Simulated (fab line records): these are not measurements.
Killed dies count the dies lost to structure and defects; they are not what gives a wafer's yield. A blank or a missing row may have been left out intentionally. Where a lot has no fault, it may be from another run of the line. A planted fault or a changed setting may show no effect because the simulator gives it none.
Chamber matching + flow n5 finfet + 3 sister chambers for N5_GATE_CUT_PECVD_57 on pecvd-02
The step deposits SiNx from SiH4/NH3/N2, target thk 21 nm. 3 wafers are shown with their chamber, then 9 later ones without.

WAFERS WITH THEIR CHAMBER
| wafer  | chamber | showerhead plenum p Torr (Torr) |
|--------|---------|---------------------------------|
| L090.3 | 0       | 5.22                            |
| L092.1 | 2       | 5.01                            |
| L092.4 | 1       | 5.24                            |

WAFERS MISSING THEIR CHAMBER
| wafer  | showerhead plenum p Torr (Torr) |
|--------|---------------------------------|
| L093.2 | 5.25                            |
| L093.4 | 5.24                            |
| L093.6 | 4.98                            |
| L094.2 | 5.25                            |
| L094.3 | 4.99                            |
| L094.5 | 5.01                            |
| L095.1 | 5.21                            |
| L095.4 | 5.25                            |
| L095.6 | 5.22                            |

EACH ONE'S CHAMBER
| wafer  | from the rows above     | in truth |
|--------|-------------------------|----------|
| L093.2 | can't be placed: 1 or 0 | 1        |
| L093.4 | can't be placed: 1 or 0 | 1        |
| L093.6 | 2                       | 2        |
| L094.2 | can't be placed: 1 or 0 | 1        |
| L094.3 | 2                       | 2        |
| L094.5 | 2                       | 2        |
| L095.1 | can't be placed: 0 or 1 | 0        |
| L095.4 | can't be placed: 1 or 0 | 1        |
| L095.6 | can't be placed: 0 or 1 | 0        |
3 of 9 placed correctly. Can't be placed from these rows: 6 (the true chamber is among the candidates in 6). Wrongly placed: 0.
How it was worked out, from the rows above alone: a wafer's distance from a chamber is the root of the sum, over the readings, of the square of ((its reading less the chamber's mean) divided by the reading's scatter). The wafer belongs to the nearest chamber; if the next one is less than 2 further off, it can't be placed. Each chamber's mean is taken over the wafers shown for it. The scatter (one wafer shown for each chamber): square how far every hidden wafer sits from the nearest shown wafer, average those squares and take the square root.
